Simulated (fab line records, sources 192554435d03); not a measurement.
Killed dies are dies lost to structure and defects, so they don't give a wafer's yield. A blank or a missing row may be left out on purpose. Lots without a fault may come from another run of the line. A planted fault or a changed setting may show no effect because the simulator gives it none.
Split-lot experiment | flow n5_finfet | 7 lots, 39 wafers read, on a route of 1938 steps

THE SPLIT
At N5_BEOL_M0_SAQP_CUT_ETCH_46 (etches SOC in N2/H2, target depth 135 nm, overetch 27 nm, time 202.5 s), the setting target_depth_a was moved away from the recipe's 1350 angstrom on 12 of the 39 wafers read, by -47.6% to +58.9%. The other wafers ran this setting at the recipe's value.

FROM THE SPLIT TO THE READING: what the file shows between them, 3 steps
- N5_BEOL_M0_SAQP_STRIP_74: strips in N2/H2
- N5_BEOL_M0_SAQP_STRIP_89: strips in N2/H2
- N5_BEOL_M0_SAQP_ALD_48: deposits SiO2, target thk 20 nm, pulse time 1 s, co reactant pulse time 1 s

THE READING
BEOL_M0_SAQP.cd_nm (the simulator's own value, which no gauge read), in nm, at N5_BEOL_M0_SAQP_ETCH_49 (etches SiO2 in CF4/O2, target depth 37 nm). The file gives no usual value for it. The 27 wafers here that ran the recipe average 29.8 nm, standard deviation 0.4 nm.

wafer  | tool, chamber at the split | target_depth_a as run, angstrom | against the recipe | BEOL_M0_SAQP.cd_nm, nm | against lot-mates on the recipe
L074.1 | rie_diel-05, 1             | 1350                            | recipe             | 30.4                   | -
L074.2 | rie_diel-05, 3             | 1350                            | recipe             | 29.8                   | -
L074.3 | rie_diel-05, 2             | 1350                            | recipe             | 29.6                   | -
L074.4 | rie_diel-05, 0             | 1350                            | recipe             | 29.6                   | -
L074.6 | rie_diel-05, 2             | 1350                            | recipe             | 29.6                   | -
L074.5 | rie_diel-05, 3             | 1350                            | recipe             | 30                     | -
L075.3 | rie_diel-01, 1             | 1350                            | recipe             | 30.4                   | -
L075.4 | rie_diel-01, 1             | 1350                            | recipe             | 30.6                   | -
L075.5 | rie_diel-01, 0             | 1350                            | recipe             | 30.2                   | -
L078.1 | rie_diel-05, 0             | 1350                            | recipe             | 29.6                   | -
L078.2 | rie_diel-05, 2,1           | 1350                            | recipe             | 29.6                   | -
L078.5 | rie_diel-05, 0             | 1350                            | recipe             | 29.6                   | -
L078.6 | rie_diel-05, 3             | 1350                            | recipe             | 29.6                   | -
L078.3 | rie_diel-05, 3             | 1350                            | recipe             | 29.4                   | -
L078.4 | rie_diel-05, 2,1           | 1350                            | recipe             | 29.8                   | -
L080.1 | rie_diel-01, 0             | 1350                            | recipe             | 30.2                   | -
L080.2 | rie_diel-01, 1             | 1010                            | -25.2%             | 29                     | -1.0
L080.3 | rie_diel-01, 2,1           | 1010                            | -25.2%             | 29                     | -1.0
L080.4 | rie_diel-01, 2,1           | 1010                            | -25.2%             | 28.8                   | -1.2
L080.5 | rie_diel-01, 2             | 1350                            | recipe             | 30                     | -
L080.6 | rie_diel-01, 0             | 1350                            | recipe             | 29.8                   | -
L085.1 | rie_diel-04, 3             | 1350                            | recipe             | 29.2                   | -
L085.2 | rie_diel-04, 1             | 1350                            | recipe             | 30                     | -
L085.6 | rie_diel-04, 2             | 1350                            | recipe             | 30                     | -
L085.3 | rie_diel-04, 0             | 2145                            | +58.9%             | 33.4                   | +3.7
L085.5 | rie_diel-04, 3             | 2145                            | +58.9%             | 33.4                   | +3.7
L085.4 | rie_diel-04, 2             | 2145                            | +58.9%             | 34.2                   | +4.5
L093.1 | rie_diel-04, 0             | 1987                            | +47.2%             | 32                     | +2.4
L093.2 | rie_diel-04, 3             | 1987                            | +47.2%             | 31.6                   | +2.0
L093.3 | rie_diel-04, 2             | 1987                            | +47.2%             | 32.6                   | +3.0
L093.4 | rie_diel-04, 0             | 1350                            | recipe             | 29.8                   | -
L093.5 | rie_diel-04, 3             | 1350                            | recipe             | 29                     | -
L093.6 | rie_diel-04, 2             | 1350                            | recipe             | 30                     | -
L092.1 | rie_diel-05, 1             | 1350                            | recipe             | 30                     | -
L092.2 | rie_diel-05, 0             | 707.7                           | -47.6%             | 28.4                   | -1.5
L092.3 | rie_diel-05, 2             | 707.7                           | -47.6%             | 27.8                   | -2.1
L092.4 | rie_diel-05, 0             | 707.7                           | -47.6%             | 28.6                   | -1.3
L092.5 | rie_diel-05, 2             | 1350                            | recipe             | 29.2                   | -
L092.6 | rie_diel-05, 1             | 1350                            | recipe             | 30.6                   | -
Where a row lists several chambers, the file gives one row for several wafers and doesn't say which wafer went through which chamber.

THE FIT
A straight line over all 39 wafers: BEOL_M0_SAQP.cd_nm changes by +0.0493 nm for each +1% of target_depth_a; r = +0.93; the points scatter about the line by 0.51 nm.
The same after taking each lot's own level away (the mean of its wafers on the recipe; 39 wafers): +0.0523 nm for each +1%; r = +0.95; scatter 0.45 nm.
On that fit, the largest move of target_depth_a shifts the reading by 3.1 nm.
The lots' own levels span 29.60 to 30.40 nm, that is 2.0 times the standard deviation above.
So the lot-to-lot level changes the slope little: the two slopes agree.
Check: with one of the wafers moved furthest among these (+58.9%) left out of the fit, the line predicts +3.15 nm for it against its lot-mates. It came out at +3.67 nm against them.

OTHER SPLITS ON THESE WAFERS
These wafers also went through other splits before the reading. Each is held against what the fit with the lots' levels taken away leaves over:
other split on the same wafers                 | wafers away from the commonest value | r with BEOL_M0_SAQP.cd_nm (lot level and that fit taken away)
N5_PMOS_HMC_CHANNEL_EPI_HM_DEP_34 target_thk_a | 12                                   | +0.10
N5_FIN_SAQP_MANDREL_ETCH_22 target_depth_a     | 18                                   | +0.22
N5_GATE_CUT_DESCUM_18 time_s                   | 12                                   | +0.06

THE WHOLE CHAIN: every reading that the file lists as answering this split, in the file's order
step                        | what it does                                                           | reading                                                                               | change (the file's fit)                | r (the file's)
N5_BEOL_M0_SAQP_CUT_ETCH_46 | etches SOC in N2/H2, target depth 135 nm, overetch 27 nm, time 202.5 s | BEOL_M0_SAQP.cd_nm (the simulator's own value, which no gauge read)                   | +0.0524 nm for each +1% of the setting | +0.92
N5_BEOL_M0_SAQP_CUT_ETCH_46 | etches SOC in N2/H2, target depth 135 nm, overetch 27 nm, time 202.5 s | SiARC_of_BEOL_M0_SAQP_COAT_72.thk_nm (the simulator's own value, which no gauge read) | -0.0835 nm for each +1% of the setting | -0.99
N5_BEOL_M0_SAQP_ETCH_49     | etches SiO2 in CF4/O2, target depth 37 nm                              | BEOL_M0_SAQP.cd_nm (the simulator's own value, which no gauge read)                   | +0.0529 nm for each +1% of the setting | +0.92

THE FILE'S OWN FIT
BEOL_M0_SAQP.cd_nm changes by +0.0529 nm for each +1% of target_depth_a, r = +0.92.
